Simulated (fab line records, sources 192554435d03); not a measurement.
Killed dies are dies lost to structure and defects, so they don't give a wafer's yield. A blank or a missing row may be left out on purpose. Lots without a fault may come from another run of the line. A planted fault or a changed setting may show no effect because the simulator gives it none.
Chamber matching | flow n5_finfet | N5_BEOL_M12_ILD_DEP_00 on pecvd-04: 3 sister chambers
The step deposits SiOC from DEMS/O2, target thk 658.92 nm, time 130.7 s. 3 wafers are shown with their chamber, then 7 later ones without.

WAFERS WITH THEIR CHAMBER
wafer  | chamber | throttle_valve_pct (%)
L085.3 | 1       | 12.5
L088.1 | 2       | 10.9
L088.3 | 0       | 12.8

WAFERS WITHOUT THEIR CHAMBER
wafer  | throttle_valve_pct (%)
L088.5 | 12.7
L091.2 | 13.0
L091.3 | 10.7
L091.4 | 12.7
L092.2 | 12.6
L092.5 | 10.9
L092.6 | 12.6

WHICH CHAMBER EACH WENT THROUGH
wafer  | from the rows above     | in truth
L088.5 | can't be placed: 0 or 1 | 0
L091.2 | 0                       | 0
L091.3 | 2                       | 2
L091.4 | can't be placed: 0 or 1 | 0
L092.2 | can't be placed: 1 or 0 | 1
L092.5 | 2                       | 2
L092.6 | can't be placed: 1 or 0 | 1
Placed correctly: 3 of 7. Can't be placed from these rows: 4 (the true chamber is among the candidates in 4). Placed wrongly: 0.
How it was worked out, from the rows above alone: a wafer's distance from a chamber is the root of the sum, over the readings, of the square of ((its reading less the chamber's mean) divided by the reading's scatter). The wafer belongs to the nearest chamber; if the next one is less than 2 further off, it can't be placed. A chamber's mean is the mean of its shown wafers. The scatter: with one shown wafer a chamber, the root of the mean of the squares of how far each hidden wafer lies from its nearest shown one.
